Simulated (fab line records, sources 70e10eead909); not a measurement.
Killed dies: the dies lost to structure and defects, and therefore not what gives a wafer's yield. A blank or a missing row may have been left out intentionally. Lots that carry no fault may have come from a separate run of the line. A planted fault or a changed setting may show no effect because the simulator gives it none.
A struck lot beside a sound one	flow nandHarc	25 steps out of a route of 1302
Sound: the wafers L882.3, L882.4, L882.5. Wafers L887.1, L887.2, L887.5 were the ones struck. At the end, the cause is stated.
Order at every step that has rows: each side's tool, ch and its chambers, its first start. Under that, the readings that differ: sound wafers	struck wafers	difference of the means	sigmas: that difference in standard deviations of wafers without a fault.
alike: a reading whose means differ by less than 2 such deviations, as well as words and numbers matching on both sides. not compared: withheld readings; readings where some wafer has no value; bounds like >300 that might hide an equal value; numbers whose values overlap and for which the record gives no deviation.
The two part at a step that has a row with sigmas, a row that says differs or no value, or rows on one side only. Numbers that have no deviation but don't overlap get no sigmas and don't part them. A reading missing from all wafers of one side parts the sides only when that side holds two or more wafers.

first, 4 steps without rows for these wafers: NHARC_P_GATE_PRECLEAN_71 (cleans in SC1); NHARC_P_GATE_SRD_72; NHARC_P_GATE_OXIDE_16 (material SiO2, target thk 3 nm, ox time 392 s); NHARC_P_GATE_CVD_17 (deposits poly-Si, target thk 150 nm, time 900 s).
NHARC_P_GATE_HM_DEP_102: deposits aC, target thk 120 nm.
  sound on aclDep-03 ch 0, day 8 20:50; struck on aclDep-03 ch 0, day 11 01:26
  alike: throttleValvePct
NHARC_P_GATE_DEP_103: deposits SiON, target thk 30 nm.
  sound on pecvd-02 ch 1,2, day 8 21:17; struck on pecvd-02 ch 0,1,2, day 11 02:08
  alike: heaterPowerW
  not compared: sinceWetCleanH
then, 6 steps without rows for these wafers: NHARC_P_GATE_DEHYDRATE_18 (time 120 s); NHARC_P_GATE_HMDS_19 (time 30 s); NHARC_P_GATE_COAT_20 (resist thk 90 nm); NHARC_P_GATE_SOFTBAKE_21 (time 55 s); NHARC_P_GATE_EBR_22; NHARC_P_GATE_EXPOSE_23 (exposes mask P GATE, target cd 120 nm).
NHARC_P_GATE_PEB_24: peb time 65 s.
  sound on lithoTrack-06 ch 0, day 8 21:53; struck on lithoTrack-04 ch 0, day 11 02:42
reading	sound	struck	difference	sigmas
heaterPowerTotalW (W)	156.5 157.0 156.4	181.6 181.6 180.6	+24.6	+57
  alike: resistLineTempC
then, 1 step without rows for these wafers: NHARC_P_GATE_DEVELOP_25 (develop time 35 s).
NHARC_P_GATE_CD_MEAS_26: target cd 120 nm.
  sound on cdSem-02 ch 0, day 8 21:58; struck on cdSem-02 ch 0, day 11 02:47
reading	sound	struck	difference	sigmas
cdNm (nm)	120.2 120.1 120.1	129.7 130.1 129.4	+9.6	+20
NHARC_P_GATE_OVL_MEAS_27:
  sound on overlay-02, day 8 22:03; struck on overlay-02, day 11 02:52
  alike: overlayXNm, overlayYNm
NHARC_P_GATE_INSPECT_28:
  sound on defectInspect-02, day 8 22:05; struck on defectInspect-02, day 11 02:54
  alike: rawDefectCount
NHARC_P_GATE_DESCUM_31: chemistry O2, time 3 s.
  sound on rieDiel-02 ch 0,3, day 8 22:09; struck on rieDiel-13 ch 0,1,2, day 11 02:59
reading	sound	struck	difference	sigmas
model.P_GATE.cdNm (nm)	120.2 119.9 120.1	129.6 129.9 129.3	+9.5	
  alike: drypumpMotorCurrentA, mfcArSccm, o2FlowSccm, oesProductAu, rfVppV, showerheadPlenumPTorr, throttleValvePct
  not compared: rfHoursCounterH
then, 1 step without rows for these wafers: NHARC_P_GATE_ETCH_104 (etches the open film in CF4/CHF3, target depth 60 nm).
NHARC_P_GATE_HM_OPEN_105: chemistry O2/COS, target depth 360 nm.
  sound on rieDiel-02 ch 0,1,3; struck on rieDiel-13 ch 0,1,2
  alike: drypumpMotorCurrentA, mfcArSccm, o2FlowSccm, oesProductAu, rfVppV, showerheadPlenumPTorr, throttleValvePct
  not compared: rfHoursCounterH
then, 1 step without rows for these wafers: NHARC_P_GATE_STRIP_106 (strips in O2/COS).
NHARC_P_GATE_ETCH_114: etches the open film in CF4/O2, target depth 30 nm, overetch 3 nm, time 16.5 s.
  sound on rieDiel-02 ch 0,3; struck on rieDiel-13 ch 2,3
  alike: drypumpMotorCurrentA, mfcArSccm, o2FlowSccm, oesProductAu, rfVppV, showerheadPlenumPTorr, throttleValvePct
  not compared: rfHoursCounterH
NHARC_P_GATE_ETCH_32: etches the open film in HBr/Cl2, target depth 150 nm, time 100.1 s.
  sound on rieSi-03 ch 0,1,3, day 8 22:38; struck on rieSi-01 ch 0,1,2, day 11 03:31
reading	sound	struck	difference	sigmas
model.P_GATE.cdNm (nm)	122.8 117.8 125.6	130.3 127.8 126.8	+6.2	
  alike: drypumpMotorCurrentA, mfcCl2Sccm, oesProductAu, throttleValvePct
  not compared: rfHoursCounterH
NHARC_P_GATE_STRIP_108: strips in O2.
  sound on rieDiel-02 ch 0,1,2, day 8 22:46; struck on rieDiel-13 ch 1,3, day 11 03:40
  alike: drypumpMotorCurrentA, mfcArSccm, o2FlowSccm, oesProductAu, rfVppV, showerheadPlenumPTorr, throttleValvePct
  not compared: rfHoursCounterH
-- the record jumps here: 19 days lie between the struck wafers' starts before and after (it left off in module P_GATE and takes up again in module END, whose first step shown is number 1302 of the route) --
NHARC_END_SORT_01:
  sound on prober-02 ch 0, day 28 13:16; struck on prober-02 ch 0, day 30 00:01
  alike: killedAtArray, killedAtOther, killedAtPeriphery, killedDies, killedOpen, killedShort

== WHERE THEY PART ==
Last at NHARC_P_GATE_CD_MEAS_26 as far as this record goes, first at NHARC_P_GATE_PEB_24. Later steps at which nothing parts them and some readings are alike: NHARC_P_GATE_OVL_MEAS_27, NHARC_P_GATE_INSPECT_28, NHARC_P_GATE_DESCUM_31, NHARC_P_GATE_HM_OPEN_105, NHARC_P_GATE_ETCH_114, NHARC_P_GATE_ETCH_32, NHARC_P_GATE_STRIP_108, NHARC_END_SORT_01.

WHY: the cause the simulator had injected
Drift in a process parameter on lithoTrack-04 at NHARC_P_GATE_PEB_24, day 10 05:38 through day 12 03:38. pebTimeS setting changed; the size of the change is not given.
